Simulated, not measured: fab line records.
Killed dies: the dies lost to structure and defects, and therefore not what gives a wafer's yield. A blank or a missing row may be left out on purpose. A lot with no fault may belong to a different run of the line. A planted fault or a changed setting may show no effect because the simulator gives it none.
Which tool did it? | flow nand-harc | Sampling: 12 lots, 36 wafers, 5 of 1159 route steps

WHAT THE GAUGES SHOWED, per wafer
NHARC_A_ONON_D1_THK_MEAS_34: measures by ellipsometry.
lot  | measured     | on            | thk-nm (nm)
L077 | day 10 17:40 | film-metro-02 | 202.2 204.5 207.3
L074 | day 10 17:38 | film-metro-01 | 195.4 201.5 200.5
L081 | day 11 05:18 | film-metro-02 | 201.3 199.7 203.4
L079 | day 11 05:39 | film-metro-02 | 201.9 206.4 205.4
L083 | day 11 11:10 | film-metro-02 | 197.1 196.0 201.6
L086 | day 11 16:22 | film-metro-01 | 197.0 196.2 199.5
L087 | day 11 16:05 | film-metro-02 | 198.2 200.5 203.5
L089 | day 12 00:15 | film-metro-01 | 194.4 202.3 197.1
L092 | day 12 00:23 | film-metro-02 | 197.3 200.0 198.8
L093 | day 12 16:05 | film-metro-02 | 200.1 199.5 202.7
L095 | day 12 21:59 | film-metro-02 | 195.3 196.0 198.6
L096 | day 13 14:17 | film-metro-02 | 198.4 203.3 201.3

EACH LOT AND THE TOOL THAT RAN IT (in order: tool; ch and the chambers of the sampled wafers; start)
lot  | NHARC_P_M0_STRIP_18                | NHARC_P_M0_PRE_CLEAN_31         | NHARC_P_M2_ETCH_28                            | NHARC_A_ZERO_WELL_DESCUM_12
L077 | rie-diel-09 ch 0,1, day 8 07:55    | pecvd-01 ch 0,1,2, day 8 10:09  | rie-diel-07 ch 1,2,3, day 9 01:56 or earlier  | rie-diel-08 ch 1,3, day 9 01:56
L074 | rie-diel-03 ch 1,2,3, day 8 11:37  | pecvd-04 ch 0,2, day 8 13:56    | rie-diel-07 ch 0,1,2, day 9 04:23 or earlier  | rie-diel-08 ch 0,3, day 9 04:23
L081 | rie-diel-08 ch 0,2, day 8 21:21    | pecvd-02 ch 0,1,2, day 8 23:37  | rie-diel-07 ch 0,1,3, day 9 13:53 or earlier  | rie-diel-03 ch 0,2, day 9 13:53
L079 | rie-diel-08 ch 0,1,2, day 8 23:07  | pecvd-04 ch 0,1,2, day 9 01:52  | rie-diel-06 ch 2,3, day 9 18:32 or earlier    | rie-diel-03 ch 0,1,2, day 9 18:32
L083 | rie-diel-08 ch 0,2, day 9 05:20    | pecvd-01 ch 0,1,2, day 9 07:29  | rie-diel-07 ch 0,2, day 9 22:39 or earlier    | rie-diel-12 ch 0,1, day 9 22:39
L086 | rie-diel-03 ch 0,1,2, day 9 09:08  | pecvd-01 ch 0,1,2, day 9 12:17  | rie-diel-07 ch 0,1, day 10 02:43 or earlier   | rie-diel-12 ch 0,1,3, day 10 02:43
L087 | rie-diel-03 ch 1,3, day 9 10:26    | pecvd-01 ch 0,1,2, day 9 13:34  | rie-diel-07 ch 0,1,2, day 10 04:18 or earlier | rie-diel-08 ch 1,2,3, day 10 04:18
L089 | rie-diel-08 ch 1,3, day 9 22:08    | pecvd-01 ch 0,1, day 10 00:38   | rie-diel-07 ch 1,2,3, day 10 15:38 or earlier | rie-diel-12 ch 0,2,3, day 10 15:38
L092 | rie-diel-08 ch 0,2, day 10 01:59   | pecvd-02 ch 0,1,2, day 10 04:11 | rie-diel-06 ch 2,3, day 10 18:21 or earlier   | rie-diel-08 ch 0,1,3, day 10 18:21
L093 | rie-diel-03 ch 0,3, day 10 11:23   | pecvd-02 ch 0,2, day 10 13:35   | rie-diel-04 ch 1,2, day 11 03:36 or earlier   | rie-diel-03 ch 0,2, day 11 03:36
L095 | rie-diel-08 ch 2,3, day 10 16:54   | pecvd-01 ch 0,1,2, day 10 19:20 | rie-diel-07 ch 0,2, day 11 09:51 or earlier   | rie-diel-08 ch 1,3, day 11 09:51
L096 | rie-diel-03 ch 0,1,2, day 11 08:16 | pecvd-01 ch 0,1,2, day 11 10:25 | rie-diel-06 ch 0,2,3, day 12 00:56 or earlier | rie-diel-03 ch 0,1,3, day 12 00:56
- NHARC_P_M0_STRIP_18: strips in N2/H2.
- NHARC_P_M0_PRE_CLEAN_31: time 12 s.
- NHARC_P_M2_ETCH_28: etches the open film in CF4/N2, target depth 30 nm, time 72.99 s.
- NHARC_A_ZERO_WELL_DESCUM_12: chemistry O2, time 3 s.

THE ANSWER, worked out from the rows above alone
Rule: the lots themselves supply what counts as usual. The widest of any qualifying gaps counts: lots, ordered by their means at a reading, are off when they make up no more than a third of the lots, leave a main group of 4 or more, and stand apart from it by 3 or more times the standard deviation of that group's means. If all means in a main group match to the digits the tables above print for the reading, that group is not used. A lot without any number at a reading at which 4 lots or more have one is off too. The other lots that the step has rows for count as sound.
No lot is off on any of the readings shown, so nothing can be concluded from this.

WHAT HAD BEEN PUT IN BY THE SIMULATOR
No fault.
